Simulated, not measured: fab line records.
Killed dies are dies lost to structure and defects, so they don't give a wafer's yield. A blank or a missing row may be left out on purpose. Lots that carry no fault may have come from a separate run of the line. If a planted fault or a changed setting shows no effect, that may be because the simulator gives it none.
Struck lot and sound lot, side by side    flow n5-finfet    36 out of 1938 route steps
Sound: these wafers, L102.1, L102.2, L102.6. Struck: wafers L117.1, L117.2, L117.4. The cause is named last.
Each step with rows lists, per side, the tool, then ch with its chambers, then its first start. Under that, the readings that differ: sound wafers    struck wafers    difference of the means    sigmas: that difference in standard deviations of wafers without a fault.
alike: a reading whose means differ by less than 2 such deviations, as well as words and numbers matching on both sides. not compared: withheld readings; readings where some wafer has no value; bounds like >300 that might hide an equal value; numbers whose values overlap and for which the record gives no deviation.
Wherever a step has rows on one side only, a row that says differs or no value, or a row with sigmas, the two part there. Numbers that have no deviation but don't overlap get no sigmas and don't part them. A reading that every wafer of one side lacks parts them only if that side has two wafers or more.

first, 9 steps without rows for these wafers: N5_BEOL_M4_ANNEAL_95 (time 240 s); N5_BEOL_M4_SPUTTER_96 (material Cu, target thk 4.5 nm, time 8.29 s); N5_BEOL_M4_ECD_50 (material Cu, target thk 300 nm); N5_BEOL_M4_ANNEAL_51 (time 90 s); N5_BEOL_M4_CMP_52 (polishes, stops on SiOC, t overpolish 6.8 s, target thk 40 nm); N5_BEOL_M4_PRE_CLEAN_60 (time 15 s); N5_BEOL_M4_CO_CAP_55 (material Co, precursor CCTBA/H2, target thk 2 nm, time 102.1 s); N5_BEOL_M4_PRE_CLEAN_56 (time 15 s); N5_BEOL_M4_DEP_57 (deposits SiCN from 3MS/NH3, target thk 8 nm, time 14 s).
N5_BEOL_M4_RC_MEAS_101:
  sound on prober-02 ch 0, day 9 08:45; struck on prober-01 ch 0, day 12 20:08
reading        sound           struck          difference  sigmas
SS_P (mV/dec)  73.5 74.7 74.0  71.6 73.2 72.9  -1.5        -2
  alike: DIBL_N, DIBL_P, IOFF_N, IOFF_P, ION_N, ION_P, SS_N, VT_N, VT_P
then, 24 steps without rows for these wafers: N5_BEOL_M5_ILD_DEP_00 (deposits SiCOH lowk from DEMS/porogen, target thk 140.64 nm, time 25.9 s); N5_BEOL_M5_CURE_79 (cures SiCOH lowk, time 240 s); N5_BEOL_M5_PECVD_70 (deposits SiO2 from TEOS/O2, target thk 16 nm, time 18 s); N5_BEOL_M5_HM_DEP_02 (deposits TiN, target thk 20 nm); N5_BEOL_M5_COAT_59 (time 60 s, resist thk 60 nm); N5_BEOL_M5_COAT_60 (time 60 s, resist thk 12 nm); N5_BEOL_M5_COAT_71 (time 60 s, resist thk 5 nm); N5_BEOL_M5_COAT_05 (resist thk 30 nm); N5_BEOL_M5_EBR_07; N5_BEOL_M5_SOFTBAKE_06 (time 60 s); N5_BEOL_M5_EXPOSE_08 (exposes mask M5, target cd 28 nm); N5_BEOL_M5_PEB_09 (peb time 60 s); N5_BEOL_M5_DEVELOP_10 (develop time 30 s); N5_BEOL_M5_DESCUM_16 (chemistry O2, time 7 s); N5_BEOL_M5_ETCH_72 (etches underlayer in N2/H2, target depth 6.5 nm, time 5.2 s); N5_BEOL_M5_ETCH_61 (etches SiARC in CF4, target depth 15.6 nm, time 26 s); N5_BEOL_M5_ETCH_62 (etches SOC in N2/H2, target depth 75 nm, overetch 15 nm, time 112.5 s); N5_BEOL_M5_STRIP_63 (strips in N2/H2); N5_BEOL_M5_STRIP_73 (strips in N2/H2); N5_BEOL_M5_STRIP_64 (strips in CF4); N5_BEOL_M5_HM_OPEN_17 (chemistry Cl2/BCl3, target TiN, target depth 20 nm, overetch 6 nm); N5_BEOL_M5_STRIP_19 (strips in O2); N5_BEOL_M5_COAT_65 (time 60 s, resist thk 60 nm); N5_BEOL_M5_COAT_66 (time 60 s, resist thk 12 nm).
-- the record jumps here: 3 days lie between the struck wafers' starts before and after (it left off in module BEOL_M5 and takes up again in module BEOL_M12, whose first step shown is number 1651 of the route) --
N5_BEOL_M12_ECD_47: material Cu, target thk 720 nm.
  sound on ecd-cu-02 ch 0,1, day 12 05:21; struck on ecd-cu-01 ch 0,1, day 15 16:44
N5_PASSIVATION_PROBE_49:
  record: rows for the struck wafers here (prober-01, day 16 22:10), none for the sound ones

WHERE THEY PART
At N5_BEOL_M4_RC_MEAS_101 first; at N5_PASSIVATION_PROBE_49 last (within this record only).

WHY: what had been put in by the simulator
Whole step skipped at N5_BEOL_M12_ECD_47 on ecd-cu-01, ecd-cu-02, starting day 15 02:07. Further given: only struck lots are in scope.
